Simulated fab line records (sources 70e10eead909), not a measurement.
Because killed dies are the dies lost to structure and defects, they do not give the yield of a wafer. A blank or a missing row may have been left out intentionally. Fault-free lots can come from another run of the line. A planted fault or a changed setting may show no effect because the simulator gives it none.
Which of the tools did it? :: flow nand-harc :: 6 lots, 18 wafers sampled, at 4 steps of a route of 1159

WHAT THE GAUGES SHOWED, per wafer
NHARC_A_SLIT_CD_MEAS_21.
lot: L331
measured: day 14 16:50
on: cd-sem-02
cd-nm (nm): 290.2 289.5 289.8

lot: L334
measured: day 15 03:26
on: cd-sem-01
cd-nm (nm): 289.1 289.5 288.4

lot: L336
measured: day 16 03:17
on: cd-sem-01
cd-nm (nm): 290.3 289.6 290.4

lot: L342
measured: day 17 11:49
on: cd-sem-03
cd-nm (nm): 290.3 288.6 288.1

lot: L352
measured: day 20 05:32
on: cd-sem-02
cd-nm (nm): 290.0 289.6 289.9

lot: L351
measured: day 20 16:57
on: cd-sem-03
cd-nm (nm): 289.1 288.8 290.1

EACH LOT AND THE TOOL THAT RAN IT (in order: tool; ch and the chambers of the sampled wafers; start)
lot: L331
NHARC_A_SLIT_DEP_00: acl-dep-01 ch 0, day 14 07:31
NHARC_A_SLIT_ETCH_24: rie-diel-13 ch 0,1,2, day 14 10:08
NHARC_A_SLIT_ETCH_17: har-etch-01 ch 0,1, day 14 14:12

lot: L334
NHARC_A_SLIT_DEP_00: acl-dep-03 ch 0, day 14 21:14
NHARC_A_SLIT_ETCH_24: rie-diel-01 ch 0,1,2, day 15 00:03
NHARC_A_SLIT_ETCH_17: har-etch-02 ch 0,1, day 15 00:43

lot: L336
NHARC_A_SLIT_DEP_00: acl-dep-01 ch 0, day 15 21:19
NHARC_A_SLIT_ETCH_24: rie-diel-11 ch 0,1,2, day 15 23:57
NHARC_A_SLIT_ETCH_17: har-etch-01 ch 0,1, day 16 00:37

lot: L342
NHARC_A_SLIT_DEP_00: acl-dep-02 ch 0, day 17 05:49
NHARC_A_SLIT_ETCH_24: rie-diel-11 ch 0,1,3, day 17 08:30
NHARC_A_SLIT_ETCH_17: har-etch-02 ch 0,1, day 17 09:26

lot: L352
NHARC_A_SLIT_DEP_00: acl-dep-01 ch 0, day 19 23:26
NHARC_A_SLIT_ETCH_24: rie-diel-11 ch 1,2, day 20 02:13
NHARC_A_SLIT_ETCH_17: har-etch-01 ch 0,1, day 20 02:53

lot: L351
NHARC_A_SLIT_DEP_00: acl-dep-02 ch 0, day 20 10:48
NHARC_A_SLIT_ETCH_24: rie-diel-13 ch 1,2, day 20 13:26
NHARC_A_SLIT_ETCH_17: har-etch-02 ch 0,1, day 20 14:28
- NHARC_A_SLIT_DEP_00: deposits aC, target thk 3200 nm.
- NHARC_A_SLIT_ETCH_24: etches the open film in CF4/CHF3, target depth 121 nm, time 60.5 s.
- NHARC_A_SLIT_ETCH_17: etches the open film in C4F8/O2/Ar, time 1687.5 s, target depth 10100 nm.

THE ANSWER, worked out from the rows above alone
Rule: usual is defined by the lots themselves. The widest of any qualifying gaps counts: lots, ordered by their means at a reading, are off when they make up no more than a third of the lots, leave a main group of 4 or more, and stand apart from it by 3 or more times the standard deviation of that group's means. A main group whose means are all the same, to the digits that the tables above print for the reading, isn't used. A lot without any number at a reading at which 4 lots or more have one is off too. Where the step has rows for the other lots, those lots are counted as sound.
No lot is off on any of the readings shown, so nothing can be concluded from this.

WHAT HAD BEEN PUT IN BY THE SIMULATOR
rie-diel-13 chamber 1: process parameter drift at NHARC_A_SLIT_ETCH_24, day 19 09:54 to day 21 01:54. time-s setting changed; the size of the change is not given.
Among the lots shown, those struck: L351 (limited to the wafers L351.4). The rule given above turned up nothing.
